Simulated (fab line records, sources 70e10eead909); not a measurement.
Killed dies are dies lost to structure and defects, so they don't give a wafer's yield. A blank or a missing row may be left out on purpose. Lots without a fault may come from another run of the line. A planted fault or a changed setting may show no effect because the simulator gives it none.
Which tool did it? | flow nand_harc | 6 lots, 18 wafers sampled, at 1 step of a route of 1159

WHAT THE GAUGES READ, wafer by wafer
NHARC_A_SLIT_INSPECT_11.
lot  | measured     | on                | raw_defect_count
L747 | day 14 21:14 | defect_inspect-02 | 7 9 15
L750 | day 15 03:10 | defect_inspect-01 | 29 27 22
L754 | day 16 22:16 | defect_inspect-02 | 32 30 38
L757 | day 18 01:03 | defect_inspect-01 | 23 15 18
L761 | day 19 05:20 | defect_inspect-02 | 33 33 37
L767 | day 19 11:25 | defect_inspect-02 | 27 22 15

WHICH TOOL RAN EACH LOT (tool, then ch and the chambers of the sampled wafers, then the start)
The record holds no process step before these readings.

THE ANSWER, worked out from the rows above alone
Rule: what is usual is taken from the lots themselves. Put in order of their means at a reading, lots are off if they are a third of the lots or fewer, leave a main group of 4 or more, and stand apart from it by a gap of 3 or more times the standard deviation of the main group's means; of several such gaps the widest counts. A main group whose means are all the same, to the digits that the tables above print for the reading, isn't used. A lot without any number at a reading at which 4 lots or more have one is off too. The other lots that the step has rows for count as sound.
No lot is off at any reading shown: from this, nothing can be told.

WHAT THE SIMULATOR HAD PUT IN
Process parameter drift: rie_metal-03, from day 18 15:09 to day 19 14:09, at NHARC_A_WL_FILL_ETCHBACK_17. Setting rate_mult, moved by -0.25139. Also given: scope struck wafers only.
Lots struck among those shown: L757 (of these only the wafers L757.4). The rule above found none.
